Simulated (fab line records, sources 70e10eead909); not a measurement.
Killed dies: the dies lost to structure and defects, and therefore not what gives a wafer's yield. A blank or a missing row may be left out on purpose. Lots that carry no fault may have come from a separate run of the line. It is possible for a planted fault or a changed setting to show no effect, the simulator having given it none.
fab line records	flow nandHarc
record: lots: 6	wafers: 18	lastDay: 31
route steps=1302 shown P_BONDPAD@360
lots that met no fault: taken from a fault-free run of the same line
startH: hours from the record's opening day to when the first of the lot's shown wafers began	waitH: hours elapsed since this lot's preceding step	" the same as in the row above	L1.1+2: one row covering several wafers at once	- no value, or no start was given	* or withheld: withheld	< > ~ a bound
route shown NAME@n: names a module that has steps shown in the file, with the first one's number in the route	usual: mean/standard deviation of fault-free wafers	same: alike in all rows	chamber/n: place in a boat	sites: each site's reading	_std_site: their standard deviation	_edge_site: inner sites' mean taken away from outer sites' mean	radiusMm: for every site, how far away it sits from the centre of the wafer	mask NAME#n: copy n	behind: the last tool/chamber to shape the wafer	hold: why the lot was held/for how many hours/how that ended	device: names the non-switching transistor (n, p or np)	end of line: tests run on the same wafers once the route is complete	a step given without rows: its recipe and nothing more	killed: the dies lost at the first sort to structure and to defects; this is not the yield of the wafer	map: per-die view of a wafer (x killed, . not killed, _ where there is no die)
set.NAME: the setting that was run; set.NAME@STEP: the one run at that earlier step	model.NAME: the simulator's own value behind a step, which no gauge read
lots at some steps of the route; a table a step, a row a wafer
services: from which hour (startH, from the record's first day; less than 0 if before it) a tool's chamber was out of use, for how many hours, and why
== steps ==
step: NHARC_P_BONDPAD_EBR_05
step: NHARC_P_BONDPAD_EXPOSE_06
recipe: na: 0.55	doseMj: 37.06	maskId: P_BPAD
step: NHARC_P_BONDPAD_PEB_07
recipe: pebTempC: 128	pebTimeS: 80
step: NHARC_P_BONDPAD_DEVELOP_08
recipe: timeS: 50	devTempC: 22
step: NHARC_P_BONDPAD_CD_MEAS_09
recipe: targetCdNm: 500	landingEnergyEv: 500
usual: cdNm: 499.5/2.5
lot.wafer	tool	chamber	startH	waitH	cdNm
L354.1	cdSem-02	0	180.82	-	503.5
L354.4	"	0	"	"	497.3
L354.6	"	0	"	"	502.4
L355.1	cdSem-03	0	196.90	-	503.3
L355.2	"	0	"	"	500.5
L355.3	"	0	"	"	506.6
L363.3	cdSem-03	0	275.37	-	499.2
L363.5	"	0	"	"	498.7
L363.6	"	0	"	"	500.0
L364.1	cdSem-03	0	282.64	-	498.0
L364.4	"	0	"	"	501.2
L364.5	"	0	"	"	499.1
L365.1	cdSem-02	0	297.54	-	496.9
L365.2	"	0	"	"	496.8
L365.4	"	0	"	"	496.7
L368.2	cdSem-01	0	321.75	-	496.3
L368.3	"	0	"	"	495.1
L368.6	"	0	"	"	497.0
step: NHARC_P_BONDPAD_OVL_MEAS_38
usual: overlayXNm: -2/4.8	overlayYNm: 0/5.9
lot.wafer	tool	chamber	startH	waitH	overlayXNm	overlayYNm
L354.1	overlay-01	-	180.91	-	8	3
L354.4	"	-	"	"	7	3
L354.6	"	-	"	"	7	4
L355.1	overlay-01	-	196.99	-	-4	-2
L355.2	"	-	"	"	-4	-2
L355.3	"	-	"	"	-5	-2
L363.3	overlay-02	-	275.45	-	-2	-10
L363.5	"	-	"	"	-1	-9
L363.6	"	-	"	"	-1	-10
L364.1	overlay-02	-	282.73	-	2	-4
L364.4	"	-	"	"	1	-3
L364.5	"	-	"	"	2	-4
L365.1	overlay-02	-	297.62	-	1	-4
L365.2	"	-	"	"	0	-4
L365.4	"	-	"	"	1	-3
L368.2	overlay-02	-	321.83	-	5	-3
L368.3	"	-	"	"	5	-3
L368.6	"	-	"	"	5	-3
step: NHARC_P_BONDPAD_HARDBAKE_10
recipe: tempC: 118	timeS: 65
step: NHARC_P_BONDPAD_DESCUM_11
recipe: timeS: 3	o2FlowSccm: 200	arFlowSccm: 0	biasPowerW: 0	chemistry: O2
usual: drypumpMotorCurrentA: 5.5/0.4	oesProductAu: 0.996/0.012	rfVppV: 57.8/0.92	showerheadPlenumPTorr: 1.92/0.085	throttleValvePct: 11.311/0.0093
lot.wafer	tool	chamber	startH	waitH	drypumpMotorCurrentA	oesProductAu	rfHoursCounterH	rfVppV	showerheadPlenumPTorr	throttleValvePct
L354.4	rieDiel-03	1	181.04	-	5.0	1.019	3.3	58.1	2.03	11.304
L354.1	"	2	"	"	5.0	0.983	3.2	57.5	1.86	11.305
L354.6	"	2	"	"	5.0	0.984	-	57.3	1.86	11.301
L355.1	rieDiel-04	2	197.11	-	5.8	0.982	0.3	60.1	2.05	11.297
L355.2	"	0	"	"	5.4	1.000	0.4	58.7	1.84	11.295
L355.3	"	1	"	"	5.0	0.988	0.4	58.0	1.93	11.306
L363.3	rieDiel-03	3	275.59	-	5.9	0.985	6.0	57.9	1.88	11.311
L363.5	"	2	"	"	5.1	0.999	-	57.0	1.86	11.313
L363.6	"	3	"	"	5.9	0.984	-	58.0	1.88	11.331
L364.4	rieDiel-03	2	282.85	-	5.1	0.998	7.9	58.2	1.86	11.307
L364.1	"	0	"	"	6.2	1.003	7.5	57.5	1.96	11.306
L364.5	"	3	"	"	5.9	0.985	-	58.9	1.88	11.335
L365.2	rieDiel-03	0	297.75	-	6.2	0.995	0	58.1	1.96	11.315
L365.1	"	2	"	"	5.1	0.988	0	58.5	1.86	11.313
L365.4	"	3	"	"	5.9	0.981	0	58.7	1.88	11.297
L368.2	rieDiel-03	1	321.96	-	5.1	0.993	1.3	57.1	2.03	11.305
L368.3	"	2	"	"	5.1	0.981	1.4	59.4	1.86	11.310
L368.6	"	2	"	"	5.1	0.978	-	57.1	1.86	11.299
step: NHARC_P_BONDPAD_ETCH_37
recipe: targetDepthA: 600	overetchA: 180	timeS: 65.91	ionEnergyEv: 200	n2FlowSccm: 150	h2FlowSccm: 150	arFlowSccm: 0	rfW: 400	biasW: 150	chemistry: N2/H2
usual: drypumpMotorCurrentA: 5.5/0.4	oesProductAu: 0.998/0.011	rfVppV: 430.9/2.7	showerheadPlenumPTorr: 2.05/0.091	throttleValvePct: 14.170/0.0083
lot.wafer	tool	chamber	startH	waitH	drypumpMotorCurrentA	oesProductAu	rfHoursCounterH	rfVppV	showerheadPlenumPTorr	throttleValvePct
L354.4	rieDiel-03	1	181.12	0.1	5.1	1.016	3.3	434.2	2.17	14.174
L354.1	"	0	"	"	6.2	1.006	2.6	430.1	2.10	14.177
L354.6	"	2	"	"	5.1	0.989	-	429.1	1.98	14.173
L355.3	rieDiel-04	2	197.20	0.1	5.8	0.992	0.4	435.5	2.19	14.186
L355.1	"	3	"	"	5.2	1.001	0.4	426.6	1.90	14.177
L355.2	"	1	"	"	5.0	0.993	0.4	431.8	2.06	14.193
L363.3	rieDiel-03	1	275.66	0.1	5.1	1.004	8.4	435.0	2.17	14.167
L363.5	"	1	"	"	5.1	1.021	-	433.6	2.17	14.167
L363.6	"	2	"	"	5.1	1.005	-	429.0	1.98	14.180
L364.4	rieDiel-03	3	282.94	0.1	5.9	0.977	6.5	429.8	2.00	14.171
L364.1	"	1	"	"	5.1	1.010	9.0	434.9	2.17	14.178
L364.5	"	3	"	"	5.9	0.976	-	428.4	2.00	14.169
L365.4	rieDiel-03	3	297.83	0.1	5.9	0.992	0.0	430.3	2.00	14.163
L365.2	"	0	"	"	6.1	0.999	0.0	432.2	2.09	14.183
L365.1	"	2	"	"	5.1	0.994	0.0	428.5	1.98	14.181
L368.3	rieDiel-03	1	322.05	0.1	5.1	1.014	1.3	434.5	2.17	14.183
L368.2	"	2	"	"	5.1	0.991	1.4	429.6	1.98	14.164
L368.6	"	0	"	"	6.1	1.000	-	431.4	2.09	14.162
step: NHARC_P_BONDPAD_ETCH_12
recipe: targetDepthA: 2000	timeS: 100	chf3FlowSccm: 50	o2FlowSccm: 10	arFlowSccm: 200	rfW: 500	biasW: 200	chemistry: CHF3/O2
usual: drypumpMotorCurrentA: 5.5/0.41	oesProductAu: 0.936/0.025	rfVppV: 371.1/2.2	showerheadPlenumPTorr: 2.42/0.099	throttleValvePct: 20.572/0.0086
lot.wafer	tool	chamber	startH	waitH	drypumpMotorCurrentA	oesProductAu	rfHoursCounterH	rfVppV	showerheadPlenumPTorr	throttleValvePct
L354.1	rieDiel-03	2	-	-	5.1	0.953	3.2	369.3	2.34	20.580
L354.4	"	3	"	"	5.9	0.963	2.5	369.5	2.36	20.567
L354.6	"	0	"	"	6.2	0.981	-	371.3	2.46	20.557
L355.3	rieDiel-04	3	-	-	5.3	0.949	0.4	368.6	2.25	20.568
L355.2	"	1	"	"	5.0	0.964	0.4	370.1	2.42	20.565
L355.1	"	2	"	"	5.8	0.947	0.4	373.4	2.56	20.581
L363.3	rieDiel-03	3	-	-	5.9	0.910	6.1	369.4	2.36	20.568
L363.6	"	3	"	"	5.9	0.920	-	369.8	2.36	20.570
L363.5	"	0	"	"	6.2	0.931	-	374.3	2.46	20.567
L364.4	rieDiel-03	1	-	-	5.1	1.009	9.0	373.6	2.54	20.575
L364.1	"	2	"	"	5.1	0.972	7.9	368.9	2.34	20.582
L364.5	"	1	"	"	5.1	0.992	-	373.9	2.54	20.575
L365.1	rieDiel-03	2	-	-	5.1	0.969	0.0	370.2	2.33	20.558
L365.2	"	3	"	"	5.9	0.964	0.0	370.5	2.36	20.566
L365.4	"	1	"	"	5.1	0.974	0.0	374.0	2.54	20.574
L368.2	rieDiel-03	3	-	-	5.9	0.905	1.3	369.8	2.36	20.565
L368.3	"	2	"	"	5.1	0.902	1.5	369.5	2.33	20.583
L368.6	"	3	"	"	5.9	0.914	-	370.5	2.36	20.569
step: NHARC_P_BONDPAD_CD_MEAS_13
usual: cdNm: 499.2/2.7
lot.wafer	tool	chamber	startH	waitH	cdNm
L354.1	cdSem-01	-	181.35	-	502.5
L354.4	"	-	"	"	498.0
L354.6	"	-	"	"	503.1
L355.1	cdSem-02	-	197.43	-	503.1
L355.2	"	-	"	"	502.2
L355.3	"	-	"	"	506.3
L363.3	cdSem-01	-	275.90	-	499.3
L363.5	"	-	"	"	498.2
L363.6	"	-	"	"	500.1
L364.1	cdSem-03	-	283.17	-	496.7
L364.4	"	-	"	"	501.2
L364.5	"	-	"	"	498.9
L365.1	cdSem-03	-	298.06	-	495.9
L365.2	"	-	"	"	497.5
L365.4	"	-	"	"	496.2
L368.2	cdSem-01	-	322.27	-	495.7
L368.3	"	-	"	"	496.0
L368.6	"	-	"	"	498.2
step: NHARC_P_BONDPAD_STRIP_15
recipe: o2FlowSccm: 500	arFlowSccm: 0	biasW: 0	chemistry: O2
usual: drypumpMotorCurrentA: 5.6/0.34	oesProductAu: 0.997/0.012	rfVppV: 57.7/1.1	showerheadPlenumPTorr: 3.55/0.14	throttleValvePct: 17.037/0.0093
lot.wafer	tool	chamber	startH	waitH	drypumpMotorCurrentA	oesProductAu	rfHoursCounterH	rfVppV	showerheadPlenumPTorr	throttleValvePct
L354.1	rieDiel-03	1	181.46	0.1	5.1	1.022	3.4	57.8	3.74	17.044
L354.4	"	2	"	"	5.1	0.979	3.3	57.3	3.44	17.044
L354.6	"	3	"	"	5.9	0.982	-	55.2	3.47	17.042
L355.3	rieDiel-03	2	197.50	0.1	5.1	0.991	4.3	58.4	3.44	17.024
L355.2	"	3	"	"	5.9	0.989	3.3	57.2	3.47	17.028
L355.1	"	0	"	"	6.2	0.995	3.7	58.6	3.62	17.030
L363.3	rieDiel-08	0	275.96	0.1	5.8	0.983	3.0	59.6	3.54	17.040
L363.6	"	0	"	"	5.8	0.985	-	56.1	3.54	17.026
L363.5	"	1	"	"	5.7	0.990	-	58.2	3.63	17.050
L364.4	rieDiel-08	2	283.26	0.1	5.3	1.017	2.8	57.3	3.74	17.043
L364.1	"	0	"	"	5.8	0.993	3.2	57.0	3.53	17.033
L364.5	"	2	"	"	5.3	1.015	-	58.2	3.74	17.048
L365.1	rieDiel-08	0	298.15	0.1	5.8	0.995	4.3	57.2	3.53	17.028
L365.2	"	1	"	"	5.7	0.998	3.1	59.1	3.63	17.041
L365.4	"	2	"	"	5.2	1.005	3.4	59.4	3.74	17.043
L368.3	rieDiel-03	0	322.38	0.1	6.2	0.998	1.2	58.8	3.61	17.030
L368.2	"	1	"	"	5.1	1.000	1.4	56.7	3.73	17.043
L368.6	"	2	"	"	5.1	0.976	-	58.2	3.43	17.024
step: NHARC_P_BONDPAD_ETCH_24
recipe: targetDepthA: 300	overEtchFrac: 0.3	timeS: 72.99	ionEnergyEv: 150	cf4FlowSccm: 50	n2FlowSccm: 100	arFlowSccm: 150	rfW: 300	biasW: 100	chemistry: CF4/N2
usual: drypumpMotorCurrentA: 5.5/0.35	oesProductAu: 0.999/0.012	rfVppV: 314.6/1.9	showerheadPlenumPTorr: 2.65/0.11	throttleValvePct: 19.793/0.0092
lot.wafer	tool	chamber	startH	waitH	drypumpMotorCurrentA	oesProductAu	rfHoursCounterH	rfVppV	showerheadPlenumPTorr	throttleValvePct
L354.1	rieDiel-03	0	181.58	-	6.1	0.808	2.7	315.0	2.69	19.795
L354.4	"	2	"	"	5.1	0.985	3.3	313.4	2.56	19.778
L354.6	"	0	"	"	6.2	0.815	-	316.4	2.69	19.790
L355.3	rieDiel-03	0	197.65	-	6.1	0.814	3.7	315.0	2.69	19.769
L355.2	"	2	"	"	5.1	0.993	4.4	312.9	2.56	19.789
L355.1	"	3	"	"	5.9	0.992	3.4	313.5	2.58	19.789
L363.3	rieDiel-08	2	276.11	-	5.2	1.011	2.6	316.8	2.79	19.780
L363.5	"	2	"	"	5.3	1.014	-	316.6	2.79	19.792
L363.6	"	3	"	"	5.5	0.994	-	311.9	2.49	19.795
L364.4	rieDiel-08	0	283.39	-	5.8	0.995	3.2	315.9	2.63	19.795
L364.1	"	1	"	"	5.7	0.987	2.0	314.1	2.70	19.809
L364.5	"	1	"	"	5.7	0.990	-	315.4	2.70	19.797
L365.4	rieDiel-08	0	298.30	-	5.7	0.982	4.3	315.3	2.63	19.793
L365.1	"	2	"	"	5.2	1.004	3.4	317.9	2.79	19.794
L365.2	"	3	"	"	5.5	1.006	3.9	312.2	2.49	19.787
L368.2	rieDiel-03	2	322.50	-	5.1	0.978	1.5	312.6	2.55	19.782
L368.3	"	0	"	"	6.2	0.997	1.2	314.5	2.69	19.783
L368.6	"	2	"	"	5.1	0.984	-	313.2	2.55	19.790
step: NHARC_P_BONDPAD_STRIP_16
recipe: timeS: 600	tempC: 30	chemistry: postEtchResidueRemover
== services ==
tool	chamber	startH	hours	kind
rieDiel-03	0	169.12	-	clean
rieDiel-03	1	169.12	-	clean
rieDiel-03	2	169.12	-	clean
rieDiel-03	3	169.12	-	clean
rieDiel-04	-	177.90	9.0	pm
rieDiel-08	3	190.51	7.5	repair
rieDiel-08	-	190.80	9.0	pm
rieDiel-03	0	193.62	-	clean
rieDiel-03	1	193.62	-	clean
rieDiel-03	2	193.62	-	clean
rieDiel-03	3	193.62	-	clean
rieDiel-03	0	218.12	-	clean
rieDiel-03	1	218.12	-	clean
rieDiel-03	2	218.12	-	clean
rieDiel-03	3	218.12	-	clean
rieDiel-08	1	240.20	20.7	repair
rieDiel-08	3	241.24	7.3	repair
rieDiel-03	0	242.62	-	clean
rieDiel-03	1	242.62	-	clean
rieDiel-03	2	242.62	-	clean
rieDiel-03	3	242.62	-	clean
rieDiel-03	0	267.12	-	clean
rieDiel-03	-	288.12	9.0	pm
rieDiel-08	2	292.48	4.4	repair
== key ==
firstSign: step: NHARC_P_BONDPAD_ETCH_24	reading: oesProductAu	direction: down	sigmas: 16	usual: 0.999	struck: 0.812
effect none on later readings
metAt NHARC_P_BONDPAD_ETCH_24
struckWafers L354.1,L354.6,L355.3
laterRowsLeftOut L354.1,L354.6,L355.3
sortLeftOut L354.1,L354.6,L355.3
fault: kind: processParameterDrift	tool: rieDiel-03	chamber: 0	onsetH: 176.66	steps: NHARC_P_BONDPAD_ETCH_24	channel: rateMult	offset: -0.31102	shape: step	endH: 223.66
sortLeftOut: the simulated sort isn't trusted on such a fault, so these wafers' sort isn't shown, and their yield isn't known
laterRowsLeftOut: the simulator's readings of these wafers behind a module that went badly wrong aren't trusted and aren't shown, but for the sort
